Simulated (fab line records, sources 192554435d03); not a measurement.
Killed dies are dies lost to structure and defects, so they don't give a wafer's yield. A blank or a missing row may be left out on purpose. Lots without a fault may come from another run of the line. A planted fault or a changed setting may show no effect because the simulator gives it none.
Problem report in the 8D (eight disciplines) form, filled by code | flow n5_finfet | the parts of the form that need people (team, actions taken, sign-off) are left out

1. THE PROBLEM
power_w at N5_BEOL_M0_STRIP_104 reads a mean of 554.5 W on 1 wafer of 1 lot; wafers without a fault read 449.9 W with a standard deviation of 1.4. That is +75 standard deviations from the usual mean.
The step: strips in N2/H2.
First seen on wafer L493.1, day 10 16:00, on rie_diel-05. The record holds 24 wafers of 8 lots with a number at this step. Rule for "out", or "out of limits": more than 4 standard deviations from the usual mean. The other wafers with a number count as sound.

2. WHAT IT IS AND WHAT IT IS NOT
question                    | is                | is not
which readings at this step | power_w           | drypump_motor_current_A, n2_flow_sccm, oes_product_au, rf_vpp_V, showerhead_plenum_p_Torr, throttle_valve_pct
which lots                  | L493              | L473, L476, L477, L479, L483, L495, L496
which wafers of those lots  | L493.1            | L493.5, L493.6
read on which tools         | rie_diel-05       | rie_diel-01, rie_diel-04
when                        | from day 10 16:00 | up to then (17 sound wafers); but 6 sound wafers of L495, L496 came after

3. SUSPECTS, AND WHAT RULES EACH OUT
Counting: a tool at a process step up to the reading stays a suspect if it ran every lot that is out. Sound lots after the first of them don't rule it out here, since some wafers of a struck lot are sound.
- rie_diel-06 at N5_BEOL_M0_SAQP_CUT_ETCH_46 (etches SOC in N2/H2, target depth 135 nm, overetch 27 nm, time 202.5 s): kept. It ran the lot that is out, L493 (day 10 14:04); its last sound lot up to then is L476 (day 6 15:25).
- rie_diel-01 at N5_BEOL_M0_CUTY_DESCUM_61 (chemistry O2, time 7.9 s): kept. It ran the lot that is out, L493 (day 10 15:29); its last sound lot up to then is L476 (day 6 16:50).
- rie_diel-05 at N5_BEOL_M0_STRIP_104 (strips in N2/H2): kept. It ran the lot that is out, L493 (day 10 16:00); its last sound lot up to then is L479 (day 7 11:14). Its own readings are out on those wafers: power_w.
- Within rie_diel-05 at N5_BEOL_M0_STRIP_104: the wafers that are out ran in chamber 3; their sound lot-mates ran in chambers 0, 1.
Left after counting: rie_diel-06 at N5_BEOL_M0_SAQP_CUT_ETCH_46, rie_diel-01 at N5_BEOL_M0_CUTY_DESCUM_61, rie_diel-05 at N5_BEOL_M0_STRIP_104.

4. THE CAUSE (what the simulator had put in)
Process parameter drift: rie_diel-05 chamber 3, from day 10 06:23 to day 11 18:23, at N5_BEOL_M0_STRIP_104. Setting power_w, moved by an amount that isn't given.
Counting left 3 suspects, and this tool is among them.

5. THE CHAIN OF EFFECTS, in route order
Each row: a reading whose mean over the struck wafers that have a number lies more than 3 standard deviations from the usual. Only readings for which the record gives a usual standard deviation are gone through. hours: the time from each lot's start at the first step in this table that gives one to its start at this step, as a median over the lots. sigmas: the change in usual standard deviations.
hours | step                 | reading | usual   | on struck wafers | change | sigmas
0     | N5_BEOL_M0_STRIP_104 | power_w | 449.9 W | 554.5            | +104.6 | +75
The process steps in it:
- N5_BEOL_M0_STRIP_104: strips in N2/H2.
Later measuring or inspecting steps at which every struck wafer that the step has a row for has a number for every such reading, and none has moved that far: N5_BEOL_M4_RC_MEAS_101.

6. WHAT WOULD HAVE CAUGHT IT SOONER
In this record the first reading out of limits was taken at day 10 16:00, 10 hours after the fault began at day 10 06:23.
